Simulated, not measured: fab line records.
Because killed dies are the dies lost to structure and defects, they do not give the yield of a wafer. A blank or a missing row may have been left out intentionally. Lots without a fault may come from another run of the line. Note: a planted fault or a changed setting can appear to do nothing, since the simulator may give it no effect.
A lot that was struck, set against a sound lot -- flow n5-finfet -- 37 steps out of a route of 1938
Sound: wafers L126.1, L126.3, L126.5. Struck: wafers L135.2, L135.3, L135.6. At the end, the cause is stated.
Order at every step that has rows: each side's tool, ch and its chambers, its first start. Under that, the readings that differ: sound wafers -- struck wafers -- difference of the means -- sigmas: that difference in standard deviations of wafers without a fault.
alike: words and numbers the same on both sides, and readings whose means are apart by under 2 such deviations; not compared: readings that were withheld, readings missing a value for some wafer, numbers with overlapping values and no deviation given by the record, and bounds like >300 which may hide the same value.
Wherever a step has rows on one side only, a row that says differs or no value, or a row with sigmas, the two part there. When numbers do not overlap yet have no deviation, they are printed without sigmas and do not part them. A reading that every wafer of one side lacks parts them only if that side has two wafers or more.

first, 9 steps without rows for these wafers: N5_BEOL_M9_DESCUM_33 (chemistry O2, time 7 s); N5_BEOL_M9_ETCH_76 (etches underlayer in N2/H2, target depth 6.5 nm, time 5.2 s); N5_BEOL_M9_ETCH_65 (etches SiARC in CF4, target depth 15.6 nm, time 26 s); N5_BEOL_M9_ETCH_66 (etches SOC in N2/H2, target depth 80 nm, overetch 16 nm, time 120 s); N5_BEOL_M9_STRIP_69 (strips in N2/H2); N5_BEOL_M9_STRIP_77 (strips in N2/H2); N5_BEOL_M9_VIA_ETCH_34 (etches SiCOH lowk in C4F6/O2, target depth 182.4 nm, time 68.4 s); N5_BEOL_M9_STRIP_73 (strips in C4F6/O2); N5_BEOL_M9_STRIP_36 (strips in N2/H2).
N5_BEOL_M9_TRENCH_ETCH_37: etches SiCOH lowk in C4F6/O2, target depth 151.43 nm, time 49 s.
  sound on rie-diel-06 ch 0,1,2, day 11 03:25; struck on rie-diel-06 ch 1,2, day 13 17:54
reading,sound,struck,difference,sigmas
run-length-s (s),72.7 72.4 72.9,61.0 60.4 61.0,-11.9,-20
time-s (s),49 49 49,34.3 34.3 34.3,-14.7,
model.etch.depth-nm (nm),149.2 152 154,105.9 105.4 106.1,-45.9,
model.BEOL_M9.feature-depth-nm (nm),149.2 152 154,105.8 105.4 106,-46.0,
model.TiN_of_BEOL_M9_HM_DEP_02.thk-nm (nm),15.8 15.8 15.6,17.2 17.2 17.4,+1.5,
  alike: O2_flow_sccm, drypump-motor-current-A, mfc-ar-sccm, oes-product-au, rf-vpp-V, showerhead-plenum-p-Torr, throttle-valve-pct
  not compared: rf-hours-counter-h
then, 2 steps without rows for these wafers: N5_BEOL_M9_ETCH_41 (etches SiCN in CH3F/O2, target depth 36.6 nm, time 70.1 s); N5_BEOL_M9_STRIP_80 (strips in N2/H2, time 10 s).
N5_BEOL_M9_OCD_MEAS_38:
  sound on ocd-02, day 11 03:35; struck on ocd-02, day 13 18:04
reading,sound,struck,difference,sigmas
trench-depth-nm (nm),148.9 151.6 154.0,105.7 105.3 106.0,-45.8,-16
then, 13 steps without rows for these wafers: N5_BEOL_M9_HM_STRIP_39 (strips TiN in peroxide tin strip, target depth 25 nm, time 158 s); N5_BEOL_M9_SRD_40 (time 30 s); N5_BEOL_M9_PRECLEAN_42 (cleans in residue remover, time 60 s); N5_BEOL_M9_SRD_43 (time 30 s); N5_BEOL_M9_CURE_72 (cures SiCOH lowk, time 120 s); N5_BEOL_M9_DEGAS_44 (time 60 s); N5_BEOL_M9_PRE_CLEAN_45 (time 30 s); N5_BEOL_M9_ALD_74 (deposits TaN, target thk 2 nm, pulse time 2 s, purge time 3 s); N5_BEOL_M9_SURFACE_TREAT_79; N5_BEOL_M9_CVD_78 (deposits Co from CCTBA/H2, target thk 2 nm, time 138.9 s); N5_BEOL_M9_SPUTTER_48 (material Cu, target thk 12 nm, time 2 s); N5_BEOL_M9_ECD_50 (material Cu, target thk 318 nm); N5_BEOL_M9_ANNEAL_51 (time 90 s).
N5_BEOL_M9_CMP_52: polishes, stops on SiCOH lowk, t overpolish 7 s, target thk 140 nm.
  sound on cmp-03 ch 0,1,3, day 11 05:19; struck on cmp-02 ch 0,3, day 13 19:55
reading,sound,struck,difference,sigmas
model.Cu_of_BEOL_M9_ECD_50.thk-nm (nm),138.8 141 144.6,93.6 94.8 94.4,-47.2,
  alike: clearing-platen-rpm, head-pressure-psi, motor-current-A
  not compared: pad-life-wafers
N5_BEOL_M9_THK_MEAS_53: measures by xrf.
  sound on film-metro-02, day 11 05:36; struck on film-metro-01, day 13 20:13
reading,sound,struck,difference,sigmas
M9_THK (nm),136 139 142,93 94 93,-46,-15
then, 2 steps without rows for these wafers: N5_BEOL_M9_PRE_CLEAN_55 (time 15 s); N5_BEOL_M9_DEP_56 (deposits SiCN from 3MS/NH3, target thk 15 nm, time 26.5 s).
N5_BEOL_M9_RS_MEAS_57: uses a four-point probe to measure.
  sound on film-metro-01, day 11 05:44; struck on film-metro-02, day 13 20:21
reading,sound,struck,difference,sigmas
M9_RS (ohm/sq),0.152 0.150 0.145,0.238 0.234 0.235,+0.087,+24
then, 5 steps without rows for these wafers: N5_BEOL_M10_ILD_DEP_00 (deposits SiCOH lowk from DEMS/porogen, target thk 308.51 nm, time 58 s); N5_BEOL_M10_CURE_71 (cures SiCOH lowk, time 240 s); N5_BEOL_M10_PECVD_70 (deposits SiO2 from TEOS/O2, target thk 20 nm, time 22.7 s); N5_BEOL_M10_HM_DEP_02 (deposits TiN, target thk 20 nm); N5_BEOL_M10_COAT_59 (time 60 s, resist thk 100 nm).
-- a jump in the record: the struck wafers' starts before and after are 2 days apart (it breaks off in module BEOL_M10 and resumes in module BEOL_M15, where the first step shown is number 1830 of the route) --
N5_BEOL_M15_RC_MEAS_101:
  sound on prober-02 ch 0, day 13 04:28; struck on prober-01 ch 0, day 16 04:44
reading,sound,struck,difference,sigmas
SERP_M9 (ohm/um),3.14 3.05 2.93,4.76 4.87 4.65,+1.72,+20
SERP_M9_max_site (ohm/um),3.18 3.11 3.00,5.10 4.94 5.03,+1.93,+18
  alike: COMB_M10, COMB_M11, COMB_M12, COMB_M13, COMB_M14, COMB_M15, COMB_M5, COMB_M6, COMB_M7, COMB_M7_max_site, COMB_M8, SERP_M10, SERP_M11, SERP_M12, SERP_M13, SERP_M13_max_site, SERP_M14, SERP_M5, SERP_M6, SERP_M7, SERP_M8

WHERE THEY PART
Last at N5_BEOL_M15_RC_MEAS_101 as far as this record goes, first at N5_BEOL_M9_TRENCH_ETCH_37.

WHY: what had been put in by the simulator
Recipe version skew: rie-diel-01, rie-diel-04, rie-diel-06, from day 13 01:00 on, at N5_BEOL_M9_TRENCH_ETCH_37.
